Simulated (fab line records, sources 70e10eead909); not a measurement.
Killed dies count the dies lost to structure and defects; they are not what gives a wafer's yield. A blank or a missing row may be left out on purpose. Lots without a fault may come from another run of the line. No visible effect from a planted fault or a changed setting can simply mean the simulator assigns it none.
Which tool did it? || flow nand_harc || 21 wafers from 7 lots sampled at 2 of the route's 1159 steps

## WHAT EACH GAUGE READ, for each wafer
NHARC_A_BLC_CD_MEAS_19.
{"lot": "L116", "measured": "day 16 23:19", "on": "cd_sem-02", "cd_nm (nm)": "97.4 100.2 100.5"}
{"lot": "L118", "measured": "day 17 20:00", "on": "cd_sem-02", "cd_nm (nm)": "103.7 99.6 102.2"}
{"lot": "L123", "measured": "day 18 16:34", "on": "cd_sem-03", "cd_nm (nm)": "97.8 99.6 99.5"}
{"lot": "L125", "measured": "day 19 01:20", "on": "cd_sem-02", "cd_nm (nm)": "99.9 101.2 99.2"}
{"lot": "L129", "measured": "day 20 14:38", "on": "cd_sem-02", "cd_nm (nm)": "98.6 98.4 97.1"}
{"lot": "L138", "measured": "day 22 21:28", "on": "cd_sem-03", "cd_nm (nm)": "96.3 101.7 97.6"}
{"lot": "L139", "measured": "day 23 15:13", "on": "cd_sem-03", "cd_nm (nm)": "103.6 99.7 100.0"}

## WHAT TOOL EACH LOT RAN ON (gives the tool, then ch and the chambers of the sampled wafers, and finally the start)
{"lot": "L116", "NHARC_A_CONTACT_ETCH_110": "rie_diel-09 ch 2,3, day 16 19:35"}
{"lot": "L118", "NHARC_A_CONTACT_ETCH_110": "rie_diel-10 ch 0,2, day 17 08:04"}
{"lot": "L123", "NHARC_A_CONTACT_ETCH_110": "rie_diel-02 ch 0,1,2, day 18 09:25"}
{"lot": "L125", "NHARC_A_CONTACT_ETCH_110": "rie_diel-02 ch 1,2, day 18 19:42"}
{"lot": "L129", "NHARC_A_CONTACT_ETCH_110": "rie_diel-02 ch 1,2,3, day 20 09:04"}
{"lot": "L138", "NHARC_A_CONTACT_ETCH_110": "rie_diel-02 ch 1,3, day 22 14:46"}
{"lot": "L139", "NHARC_A_CONTACT_ETCH_110": "rie_diel-09 ch 0,1,3, day 23 04:20"}
- NHARC_A_CONTACT_ETCH_110: etches the open film in CF4/O2, target depth 50 nm, overetch 5 nm, time 27.5 s.

## THE ANSWER, worked out from the rows above alone
Rule: what is usual is taken from the lots themselves. The widest of any qualifying gaps counts: lots, ordered by their means at a reading, are off when they make up no more than a third of the lots, leave a main group of 4 or more, and stand apart from it by 3 or more times the standard deviation of that group's means. Not used: any main group whose means are identical at the precision the tables above print for the reading. A lot without any number at a reading at which 4 lots or more have one is off too. All remaining lots with rows at the step are treated as sound.
No lot is off on any of the readings shown, so nothing can be concluded from this.

## WHAT THE SIMULATOR PUT IN
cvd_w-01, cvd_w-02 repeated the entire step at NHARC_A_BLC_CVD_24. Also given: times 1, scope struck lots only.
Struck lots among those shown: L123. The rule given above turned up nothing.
